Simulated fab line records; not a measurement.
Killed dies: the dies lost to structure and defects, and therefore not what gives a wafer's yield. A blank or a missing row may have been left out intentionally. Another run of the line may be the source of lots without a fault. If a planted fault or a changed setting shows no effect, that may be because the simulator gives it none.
The tool behind it: which one? || flow n5_finfet || 8 lots, 23 wafers sampled, at 5 steps of a route of 1938

== WHAT EACH GAUGE READ, for each wafer ==
N5_BEOL_M4_RC_MEAS_101. Usual: DIBL_N 37.0 mV/V, standard deviation 2.3; DIBL_P 37.3 mV/V, standard deviation 2.8; EOT_N 10.56, standard deviation 0.1; EOT_P 10.51, standard deviation 0.1; IGATE_N 0.0119 nA/um, standard deviation 0.0019; IGATE_P 0.0036 nA/um, standard deviation 0.00059; IOFF_N 0.17 nA/um, standard deviation 0.046; IOFF_N_85C 3.3 nA/um, standard deviation 0.74; IOFF_N_LIN 0.078 nA/um, standard deviation 0.017; IOFF_N_LONG 5.49e-05 nA/um, standard deviation 2.5e-06; IOFF_P 0.23 nA/um, standard deviation 0.054; IOFF_P_85C 3.8 nA/um, standard deviation 0.76; IOFF_P_LIN 0.102 nA/um, standard deviation 0.018; IOFF_P_LONG 9.9e-05 nA/um, standard deviation 9.7e-06; ION_N 675 uA/um, standard deviation 14; ION_P 460 uA/um, standard deviation 9.3; SS_N 71.7 mV/dec, standard deviation 0.73; SS_P 73.6 mV/dec, standard deviation 0.95; VT_N 249 mV, standard deviation 3.9; VT_N_LONG 274.9 mV, standard deviation 2.1; VT_N_LVT 98 mV, standard deviation 3.9; VT_P -250 mV, standard deviation 3.9; VT_P_LONG -277 mV, standard deviation 3.7; VT_P_LVT -99 mV, standard deviation 3.7.
{"lot": "L573", "measured": "day 9 09:13", "on": "prober-01", "DIBL_N (mV/V)": "36.5 34.8 40.1", "DIBL_P (mV/V)": "38.2 36.0 43.2", "EOT_N": "10.43 10.46 10.45", "EOT_P": "10.41 10.52 10.76", "IGATE_N (nA/um)": "0.0139 0.0111 0.0108", "IGATE_P (nA/um)": "0.0041 0.0033 0.0032", "IOFF_N (nA/um)": "0.19 0.14 0.28", "IOFF_N_85C (nA/um)": "3.6 2.8 5.0", "IOFF_N_LIN (nA/um)": "0.087 0.068 0.120", "IOFF_N_LONG (nA/um)": "5.74e-05 5.65e-05 5.65e-05", "IOFF_P (nA/um)": "0.25 0.21 0.37", "IOFF_P_85C (nA/um)": "4.2 3.5 5.6", "IOFF_P_LIN (nA/um)": "0.116 0.098 0.149", "IOFF_P_LONG (nA/um)": "9.9e-05 9.9e-05 0.000105", "ION_N (uA/um)": "691 653 701", "ION_P (uA/um)": "469 455 483", "SS_N (mV/dec)": "72.1 71.9 72.7", "SS_P (mV/dec)": "73.1 71.4 74.5", "VT_N (mV)": "246 251 242", "VT_N_LONG (mV)": "272.1 272.6 276.9", "VT_N_LVT (mV)": "99 102 94", "VT_P (mV)": "-247 -248 -242", "VT_P_LONG (mV)": "-275 -276 -272", "VT_P_LVT (mV)": "-98 -101 -93", "flag": ""}
{"lot": "L575", "measured": "day 9 17:25", "on": "prober-01", "DIBL_N (mV/V)": "38.8 38.9 37.1", "DIBL_P (mV/V)": "39.2 40.6 38.9", "EOT_N": "10.42 10.53 10.38", "EOT_P": "10.43 10.37 10.31", "IGATE_N (nA/um)": "0.0156 0.0138 0.0156", "IGATE_P (nA/um)": "0.0046 0.0041 0.0046", "IOFF_N (nA/um)": "0.20 0.21 0.19", "IOFF_N_85C (nA/um)": "3.7 3.8 3.5", "IOFF_N_LIN (nA/um)": "0.085 0.090 0.082", "IOFF_N_LONG (nA/um)": "5.35e-05 5.29e-05 5.26e-05", "IOFF_P (nA/um)": "0.20 0.22 0.21", "IOFF_P_85C (nA/um)": "3.5 3.8 3.6", "IOFF_P_LIN (nA/um)": "0.089 0.095 0.092", "IOFF_P_LONG (nA/um)": "7.5e-05 8.5e-05 8.2e-05", "ION_N (uA/um)": "683 690 679", "ION_P (uA/um)": "455 460 456", "SS_N (mV/dec)": "72.3 72.4 71.8", "SS_P (mV/dec)": "74.2 74.7 74.2", "VT_N (mV)": "248 246 247", "VT_N_LONG (mV)": "278.3 275.3 279.8", "VT_N_LVT (mV)": "97 96 95", "VT_P (mV)": "-256 -253 -255", "VT_P_LONG (mV)": "-285 -284 -286", "VT_P_LVT (mV)": "-103 -103 -103", "flag": ""}
{"lot": "L579", "measured": "day 10 19:25", "on": "prober-01", "DIBL_N (mV/V)": "37.4 37.1", "DIBL_P (mV/V)": "35.9 36.5", "EOT_N": "10.58 10.50", "EOT_P": "10.53 10.56", "IGATE_N (nA/um)": "0.0120 0.0111", "IGATE_P (nA/um)": "0.0036 0.0033", "IOFF_N (nA/um)": "0.17 0.15", "IOFF_N_85C (nA/um)": "3.1 2.8", "IOFF_N_LIN (nA/um)": "0.074 0.067", "IOFF_N_LONG (nA/um)": "5.75e-05 5.61e-05", "IOFF_P (nA/um)": "0.19 0.20", "IOFF_P_85C (nA/um)": "3.3 3.5", "IOFF_P_LIN (nA/um)": "0.090 0.093", "IOFF_P_LONG (nA/um)": "9.4e-05 9.6e-05", "ION_N (uA/um)": "670 650", "ION_P (uA/um)": "458 450", "SS_N (mV/dec)": "71.4 71.0", "SS_P (mV/dec)": "73.9 72.9", "VT_N (mV)": "247 252", "VT_N_LONG (mV)": "275.0 275.7", "VT_N_LVT (mV)": "95 99", "VT_P (mV)": "-251 -251", "VT_P_LONG (mV)": "-277 -280", "VT_P_LVT (mV)": "-101 -101", "flag": ""}
{"lot": "L585", "measured": "day 12 22:21", "on": "prober-02", "DIBL_N (mV/V)": "32.4 35.1 36.2", "DIBL_P (mV/V)": "29.4 33.7 33.7", "EOT_N": "10.08 10.20 10.18", "EOT_P": "9.93 9.98 10.01", "IGATE_N (nA/um)": "0.0583 0.0430 0.0524", "IGATE_P (nA/um)": "0.0179 0.0131 0.0164", "IOFF_N (nA/um)": "0.03 0.04 0.05", "IOFF_N_85C (nA/um)": "0.7 1.0 1.1", "IOFF_N_LIN (nA/um)": "0.014 0.019 0.019", "IOFF_N_LONG (nA/um)": "2.96e-05 2.95e-05 3.08e-05", "IOFF_P (nA/um)": "0.00 0.01 0.01", "IOFF_P_85C (nA/um)": "0.1 0.2 0.2", "IOFF_P_LIN (nA/um)": "0.002 0.003 0.003", "IOFF_P_LONG (nA/um)": "4.4e-05 4.7e-05 4.4e-05", "ION_N (uA/um)": "557 578 580", "ION_P (uA/um)": "283 291 289", "SS_N (mV/dec)": "72.6 72.8 73.7", "SS_P (mV/dec)": "75.7 76.5 76.7", "VT_N (mV)": "296 290 290", "VT_N_LONG (mV)": "313.6 313.0 313.8", "VT_N_LVT (mV)": "146 142 140", "VT_P (mV)": "-365 -361 -360", "VT_P_LONG (mV)": "-384 -383 -389", "VT_P_LVT (mV)": "-217 -210 -211", "flag": "OFF"}
{"lot": "L586", "measured": "day 12 22:43", "on": "prober-01", "DIBL_N (mV/V)": "31.2 35.4 31.6", "DIBL_P (mV/V)": "32.3 37.2 32.8", "EOT_N": "10.12 9.96 10.13", "EOT_P": "10.00 9.97 10.17", "IGATE_N (nA/um)": "0.0605 0.0686 0.0463", "IGATE_P (nA/um)": "0.0189 0.0213 0.0145", "IOFF_N (nA/um)": "0.03 0.05 0.03", "IOFF_N_85C (nA/um)": "0.8 1.2 0.9", "IOFF_N_LIN (nA/um)": "0.016 0.023 0.017", "IOFF_N_LONG (nA/um)": "3.01e-05 3.01e-05 3.09e-05", "IOFF_P (nA/um)": "0.00 0.01 0.00", "IOFF_P_85C (nA/um)": "0.1 0.2 0.1", "IOFF_P_LIN (nA/um)": "0.002 0.003 0.002", "IOFF_P_LONG (nA/um)": "4.6e-05 4.3e-05 4.2e-05", "ION_N (uA/um)": "572 592 577", "ION_P (uA/um)": "288 296 290", "SS_N (mV/dec)": "72.8 73.9 72.7", "SS_P (mV/dec)": "75.4 77.0 75.5", "VT_N (mV)": "295 289 294", "VT_N_LONG (mV)": "309.8 313.8 312.9", "VT_N_LVT (mV)": "148 139 144", "VT_P (mV)": "-364 -358 -364", "VT_P_LONG (mV)": "-386 -383 -383", "VT_P_LVT (mV)": "-212 -212 -216", "flag": "OFF"}
{"lot": "L587", "measured": "day 13 00:56", "on": "prober-02", "DIBL_N (mV/V)": "35.1 36.0 34.2", "DIBL_P (mV/V)": "31.9 33.9 31.8", "EOT_N": "9.98 10.18 10.11", "EOT_P": "9.85 10.19 10.18", "IGATE_N (nA/um)": "0.0593 0.0484 0.0495", "IGATE_P (nA/um)": "0.0185 0.0152 0.0154", "IOFF_N (nA/um)": "0.04 0.05 0.04", "IOFF_N_85C (nA/um)": "1.0 1.1 0.9", "IOFF_N_LIN (nA/um)": "0.019 0.021 0.018", "IOFF_N_LONG (nA/um)": "3.18e-05 3.15e-05 3.13e-05", "IOFF_P (nA/um)": "0.01 0.01 0.01", "IOFF_P_85C (nA/um)": "0.2 0.2 0.2", "IOFF_P_LIN (nA/um)": "0.003 0.003 0.003", "IOFF_P_LONG (nA/um)": "4.4e-05 4.5e-05 4.6e-05", "ION_N (uA/um)": "584 588 590", "ION_P (uA/um)": "295 294 302", "SS_N (mV/dec)": "73.2 73.2 72.1", "SS_P (mV/dec)": "75.8 76.1 76.4", "VT_N (mV)": "293 290 291", "VT_N_LONG (mV)": "315.5 315.1 312.5", "VT_N_LVT (mV)": "140 137 139", "VT_P (mV)": "-359 -360 -356", "VT_P_LONG (mV)": "-378 -383 -380", "VT_P_LVT (mV)": "-206 -206 -209", "flag": "OFF"}
{"lot": "L590", "measured": "day 14 07:43", "on": "prober-02", "DIBL_N (mV/V)": "37.7 40.0 35.8", "DIBL_P (mV/V)": "38.9 40.9 37.0", "EOT_N": "10.49 10.70 10.52", "EOT_P": "10.46 10.58 10.37", "IGATE_N (nA/um)": "0.0119 0.0097 0.0149", "IGATE_P (nA/um)": "0.0035 0.0029 0.0044", "IOFF_N (nA/um)": "0.19 0.24 0.15", "IOFF_N_85C (nA/um)": "3.6 4.4 3.0", "IOFF_N_LIN (nA/um)": "0.081 0.108 0.073", "IOFF_N_LONG (nA/um)": "5.81e-05 5.81e-05 5.66e-05", "IOFF_P (nA/um)": "0.28 0.30 0.23", "IOFF_P_85C (nA/um)": "4.5 4.9 3.8", "IOFF_P_LIN (nA/um)": "0.114 0.127 0.104", "IOFF_P_LONG (nA/um)": "0.000102 0.000106 0.000108", "ION_N (uA/um)": "670 696 677", "ION_P (uA/um)": "460 474 471", "SS_N (mV/dec)": "72.9 73.1 71.6", "SS_P (mV/dec)": "73.9 74.6 73.2", "VT_N (mV)": "249 244 250", "VT_N_LONG (mV)": "274.0 271.6 272.4", "VT_N_LVT (mV)": "96 91 97", "VT_P (mV)": "-247 -245 -248", "VT_P_LONG (mV)": "-273 -274 -274", "VT_P_LVT (mV)": "-95 -93 -96", "flag": ""}
{"lot": "L591", "measured": "day 14 06:08", "on": "prober-01", "DIBL_N (mV/V)": "37.3 37.0 33.1", "DIBL_P (mV/V)": "38.5 38.7 34.3", "EOT_N": "10.43 10.49 10.56", "EOT_P": "10.43 10.58 10.59", "IGATE_N (nA/um)": "0.0137 0.0114 0.0097", "IGATE_P (nA/um)": "0.0042 0.0034 0.0030", "IOFF_N (nA/um)": "0.16 0.17 0.10", "IOFF_N_85C (nA/um)": "3.2 3.2 2.2", "IOFF_N_LIN (nA/um)": "0.072 0.074 0.053", "IOFF_N_LONG (nA/um)": "5.17e-05 5.1e-05 5.08e-05", "IOFF_P (nA/um)": "0.18 0.18 0.13", "IOFF_P_85C (nA/um)": "3.2 3.3 2.5", "IOFF_P_LIN (nA/um)": "0.081 0.084 0.067", "IOFF_P_LONG (nA/um)": "7.9e-05 7.8e-05 8.3e-05", "ION_N (uA/um)": "675 675 656", "ION_P (uA/um)": "450 449 445", "SS_N (mV/dec)": "72.0 71.9 70.3", "SS_P (mV/dec)": "74.2 73.9 72.1", "VT_N (mV)": "252 251 256", "VT_N_LONG (mV)": "278.0 275.1 280.0", "VT_N_LVT (mV)": "97 96 103", "VT_P (mV)": "-257 -256 -258", "VT_P_LONG (mV)": "-284 -284 -286", "VT_P_LVT (mV)": "-104 -102 -106", "flag": ""}

== EACH LOT AND THE TOOL THAT RAN IT (in order: tool; ch and the chambers of the sampled wafers; start) ==
{"lot": "L573", "N5_HKMG_FIN_ETCH_55": "rie_diel-01 ch 0,2,3, day 5 08:31", "N5_HKMG_FIN_ALD_79": "ald_metal-02 ch 1,2,3, day 5 09:47", "N5_HKMG_FIN_ALD_36": "ald_metal-04 ch 0,1,3, day 5 10:33", "N5_HKMG_FIN_PWFM_ALD_03": "ald_metal-02 ch 0,2,3, day 5 10:52"}
{"lot": "L575", "N5_HKMG_FIN_ETCH_55": "rie_diel-05 ch 1,2,3, day 5 18:27", "N5_HKMG_FIN_ALD_79": "ald_metal-04 ch 0,3, day 5 19:44", "N5_HKMG_FIN_ALD_36": "ald_metal-02 ch 0,2,3, day 5 20:43", "N5_HKMG_FIN_PWFM_ALD_03": "ald_metal-01 ch 2,3, day 5 21:02"}
{"lot": "L579", "N5_HKMG_FIN_ETCH_55": "rie_diel-05 ch 0,2, day 6 18:16", "N5_HKMG_FIN_ALD_79": "ald_metal-02 ch 1,2, day 6 19:32", "N5_HKMG_FIN_ALD_36": "ald_metal-04 ch 1,2, day 6 20:21", "N5_HKMG_FIN_PWFM_ALD_03": "ald_metal-02 ch 0,3, day 6 20:40"}
{"lot": "L585", "N5_HKMG_FIN_ETCH_55": "rie_diel-05 ch 0,1,3, day 8 06:44", "N5_HKMG_FIN_ALD_79": "ald_metal-02 ch 0,1, day 8 08:01", "N5_HKMG_FIN_ALD_36": "ald_metal-04 ch 0,3, day 8 09:00", "N5_HKMG_FIN_PWFM_ALD_03": "ald_metal-01 ch 0,1, day 8 09:19"}
{"lot": "L586", "N5_HKMG_FIN_ETCH_55": "rie_diel-01 ch 0,3, day 8 10:29", "N5_HKMG_FIN_ALD_79": "ald_metal-04 ch 0,1,3, day 8 11:45", "N5_HKMG_FIN_ALD_36": "ald_metal-02 ch 0,1,2, day 8 12:31", "N5_HKMG_FIN_PWFM_ALD_03": "ald_metal-04 ch 0,1, day 8 12:50"}
{"lot": "L587", "N5_HKMG_FIN_ETCH_55": "rie_diel-03 ch 0,3, day 8 19:27", "N5_HKMG_FIN_ALD_79": "ald_metal-02 ch 0,1,2, day 8 20:44", "N5_HKMG_FIN_ALD_36": "ald_metal-01 ch 0,2,3, day 8 21:34", "N5_HKMG_FIN_PWFM_ALD_03": "ald_metal-02 ch 0,2, day 8 21:53"}
{"lot": "L590", "N5_HKMG_FIN_ETCH_55": "rie_diel-05 ch 0,2,3, day 9 12:54", "N5_HKMG_FIN_ALD_79": "ald_metal-04 ch 1,2,3, day 9 14:11", "N5_HKMG_FIN_ALD_36": "ald_metal-02 ch 0,1,2, day 9 15:13", "N5_HKMG_FIN_PWFM_ALD_03": "ald_metal-02 ch 1,2,3, day 9 15:31"}
{"lot": "L591", "N5_HKMG_FIN_ETCH_55": "rie_diel-01 ch 1,2,3, day 9 20:32", "N5_HKMG_FIN_ALD_79": "ald_metal-04 ch 0,1,3, day 9 21:49", "N5_HKMG_FIN_ALD_36": "ald_metal-04 ch 0,2,3, day 9 22:42", "N5_HKMG_FIN_PWFM_ALD_03": "ald_metal-01 ch 0,1, day 9 23:01"}
- N5_HKMG_FIN_ETCH_55: etches SOC in N2/H2, target depth 240 nm, time 300 s.
- N5_HKMG_FIN_ALD_79: deposits TiN, target thk 1.5 nm, pulse time 1 s, purge time 3 s.
- N5_HKMG_FIN_ALD_36: deposits TiN, target thk 1 nm, pulse time 1 s, purge time 3 s.
- N5_HKMG_FIN_PWFM_ALD_03: deposits TiN, target thk 2 nm, pulse time 1 s, purge time 3 s.

== AS READ BY THE TOOLS THEMSELVES (means over the sampled wafers that have a number; for cases with no such wafer, the mark the record gives instead) ==
N5_HKMG_FIN_ETCH_55. Usual: bias_w 150.0 W, standard deviation 0.48; drypump_motor_current_A 5.6 A, standard deviation 0.5; oes_product_au 0.77 a.u., standard deviation 0.093; rf_vpp_V 524.0 V, standard deviation 2.7; showerhead_plenum_p_Torr 2.54 Torr, standard deviation 0.097; throttle_valve_pct 17.7 %, standard deviation 0.31.
{"lot": "L573", "tool": "rie_diel-01", "bias_w (W)": 150.2, "drypump_motor_current_A (A)": 5.7, "oes_product_au (a.u.)": 0.70, "rf_vpp_V (V)": 523.0, "showerhead_plenum_p_Torr (Torr)": 2.51, "throttle_valve_pct (%)": 17.8, "flag": ""}
{"lot": "L575", "tool": "rie_diel-05", "bias_w (W)": 150.4, "drypump_motor_current_A (A)": 5.5, "oes_product_au (a.u.)": 0.73, "rf_vpp_V (V)": 523.3, "showerhead_plenum_p_Torr (Torr)": 2.53, "throttle_valve_pct (%)": 17.9, "flag": ""}
{"lot": "L579", "tool": "rie_diel-05", "bias_w (W)": 150.5, "drypump_motor_current_A (A)": 5.7, "oes_product_au (a.u.)": 0.70, "rf_vpp_V (V)": 520.8, "showerhead_plenum_p_Torr (Torr)": 2.48, "throttle_valve_pct (%)": 17.8, "flag": ""}
{"lot": "L585", "tool": "rie_diel-05", "bias_w (W)": 150.0, "drypump_motor_current_A (A)": 5.1, "oes_product_au (a.u.)": 0.71, "rf_vpp_V (V)": 524.4, "showerhead_plenum_p_Torr (Torr)": 2.55, "throttle_valve_pct (%)": 17.7, "flag": ""}
{"lot": "L586", "tool": "rie_diel-01", "bias_w (W)": 150.8, "drypump_motor_current_A (A)": 5.8, "oes_product_au (a.u.)": 0.83, "rf_vpp_V (V)": 523.8, "showerhead_plenum_p_Torr (Torr)": 2.54, "throttle_valve_pct (%)": 17.5, "flag": ""}
{"lot": "L587", "tool": "rie_diel-03", "bias_w (W)": 150.1, "drypump_motor_current_A (A)": 5.6, "oes_product_au (a.u.)": 0.84, "rf_vpp_V (V)": 526.0, "showerhead_plenum_p_Torr (Torr)": 2.61, "throttle_valve_pct (%)": 17.7, "flag": ""}
{"lot": "L590", "tool": "rie_diel-05", "bias_w (W)": 150.1, "drypump_motor_current_A (A)": 5.4, "oes_product_au (a.u.)": 0.70, "rf_vpp_V (V)": 522.6, "showerhead_plenum_p_Torr (Torr)": 2.53, "throttle_valve_pct (%)": 17.9, "flag": ""}
{"lot": "L591", "tool": "rie_diel-01", "bias_w (W)": 150.0, "drypump_motor_current_A (A)": 5.7, "oes_product_au (a.u.)": 0.83, "rf_vpp_V (V)": 525.2, "showerhead_plenum_p_Torr (Torr)": 2.60, "throttle_valve_pct (%)": 17.5, "flag": ""}

N5_HKMG_FIN_ALD_79. Usual: chamber_pressure_Torr 3.000 Torr, standard deviation 0.0071; heater_power_w 914 W, standard deviation 88; precursor_pulse_height_rel 1.000, standard deviation 0.019.
{"lot": "L573", "tool": "ald_metal-02", "chamber_pressure_Torr (Torr)": 3.002, "heater_power_w (W)": 983, "precursor_pulse_height_rel": 0.996, "flag": ""}
{"lot": "L575", "tool": "ald_metal-04", "chamber_pressure_Torr (Torr)": 3.000, "heater_power_w (W)": 873, "precursor_pulse_height_rel": 0.991, "flag": ""}
{"lot": "L579", "tool": "ald_metal-02", "chamber_pressure_Torr (Torr)": 3.003, "heater_power_w (W)": 1026, "precursor_pulse_height_rel": 0.992, "flag": ""}
{"lot": "L585", "tool": "ald_metal-02", "chamber_pressure_Torr (Torr)": "-", "heater_power_w (W)": "-", "precursor_pulse_height_rel": "-", "flag": "OFF"}
{"lot": "L586", "tool": "ald_metal-04", "chamber_pressure_Torr (Torr)": "-", "heater_power_w (W)": "-", "precursor_pulse_height_rel": "-", "flag": "OFF"}
{"lot": "L587", "tool": "ald_metal-02", "chamber_pressure_Torr (Torr)": "-", "heater_power_w (W)": "-", "precursor_pulse_height_rel": "-", "flag": "OFF"}
{"lot": "L590", "tool": "ald_metal-04", "chamber_pressure_Torr (Torr)": 3.000, "heater_power_w (W)": 917, "precursor_pulse_height_rel": 0.987, "flag": ""}
{"lot": "L591", "tool": "ald_metal-04", "chamber_pressure_Torr (Torr)": 3.003, "heater_power_w (W)": 856, "precursor_pulse_height_rel": 1.012, "flag": ""}

N5_HKMG_FIN_ALD_36. Usual: chamber_pressure_Torr 3.000 Torr, standard deviation 0.0068; heater_power_w 919 W, standard deviation 92; precursor_pulse_height_rel 1.000, standard deviation 0.019.
{"lot": "L573", "tool": "ald_metal-04", "chamber_pressure_Torr (Torr)": 3.004, "heater_power_w (W)": 846, "precursor_pulse_height_rel": 0.983, "flag": ""}
{"lot": "L575", "tool": "ald_metal-02", "chamber_pressure_Torr (Torr)": 3.001, "heater_power_w (W)": 958, "precursor_pulse_height_rel": 1.011, "flag": ""}
{"lot": "L579", "tool": "ald_metal-04", "chamber_pressure_Torr (Torr)": 3.002, "heater_power_w (W)": 907, "precursor_pulse_height_rel": 1.030, "flag": ""}
{"lot": "L585", "tool": "ald_metal-04", "chamber_pressure_Torr (Torr)": 2.994, "heater_power_w (W)": 874, "precursor_pulse_height_rel": 0.989, "flag": ""}
{"lot": "L586", "tool": "ald_metal-02", "chamber_pressure_Torr (Torr)": 3.000, "heater_power_w (W)": 1004, "precursor_pulse_height_rel": 0.986, "flag": ""}
{"lot": "L587", "tool": "ald_metal-01", "chamber_pressure_Torr (Torr)": 2.997, "heater_power_w (W)": 884, "precursor_pulse_height_rel": 1.006, "flag": ""}
{"lot": "L590", "tool": "ald_metal-02", "chamber_pressure_Torr (Torr)": 3.002, "heater_power_w (W)": 1010, "precursor_pulse_height_rel": 0.993, "flag": ""}
{"lot": "L591", "tool": "ald_metal-04", "chamber_pressure_Torr (Torr)": 3.005, "heater_power_w (W)": 871, "precursor_pulse_height_rel": 0.982, "flag": ""}

N5_HKMG_FIN_PWFM_ALD_03. Usual: chamber_pressure_Torr 3.000 Torr, standard deviation 0.0061; heater_power_w 894 W, standard deviation 93; precursor_pulse_height_rel 0.998, standard deviation 0.021.
{"lot": "L573", "tool": "ald_metal-02", "chamber_pressure_Torr (Torr)": 2.996, "heater_power_w (W)": 974, "precursor_pulse_height_rel": 1.004, "flag": ""}
{"lot": "L575", "tool": "ald_metal-01", "chamber_pressure_Torr (Torr)": 3.001, "heater_power_w (W)": 953, "precursor_pulse_height_rel": 1.000, "flag": ""}
{"lot": "L579", "tool": "ald_metal-02", "chamber_pressure_Torr (Torr)": 3.009, "heater_power_w (W)": 967, "precursor_pulse_height_rel": 1.018, "flag": ""}
{"lot": "L585", "tool": "ald_metal-01", "chamber_pressure_Torr (Torr)": 3.004, "heater_power_w (W)": 854, "precursor_pulse_height_rel": 1.001, "flag": ""}
{"lot": "L586", "tool": "ald_metal-04", "chamber_pressure_Torr (Torr)": 3.004, "heater_power_w (W)": 837, "precursor_pulse_height_rel": 1.017, "flag": ""}
{"lot": "L587", "tool": "ald_metal-02", "chamber_pressure_Torr (Torr)": 2.996, "heater_power_w (W)": 972, "precursor_pulse_height_rel": 0.998, "flag": ""}
{"lot": "L590", "tool": "ald_metal-02", "chamber_pressure_Torr (Torr)": 2.997, "heater_power_w (W)": 991, "precursor_pulse_height_rel": 1.007, "flag": ""}
{"lot": "L591", "tool": "ald_metal-01", "chamber_pressure_Torr (Torr)": 2.997, "heater_power_w (W)": 795, "precursor_pulse_height_rel": 1.002, "flag": ""}

== THE ANSWER, worked out from the rows above alone ==
Rule: take the mean of a lot's wafers that have a number; if it is more than 3 standard deviations from the usual mean, the lot is off. Also off: a lot with no number at a reading for which 4 or more lots have one. The other lots that the step has rows for count as sound. After the gauges, taken in route order, come the tools' own readings; for these a lot's mean is taken, as printed above. At the first step where some lot is off, the reading lying furthest off is the one used; lots without a number count as furthest.
Off: L585, L586, L587, seen at N5_BEOL_M4_RC_MEAS_101 (VT_P_LVT).
If a tool, at a process step before that reading, ran all the lots that are off and no sound lot after the first of them, it fits. Not tried: the gauges at N5_BEOL_M4_RC_MEAS_101; whatever is off there is also off at N5_HKMG_FIN_ALD_79, on other tools, and gauge error can't account for it. None of those tried fits.

== WHAT HAD BEEN PUT IN BY THE SIMULATOR ==
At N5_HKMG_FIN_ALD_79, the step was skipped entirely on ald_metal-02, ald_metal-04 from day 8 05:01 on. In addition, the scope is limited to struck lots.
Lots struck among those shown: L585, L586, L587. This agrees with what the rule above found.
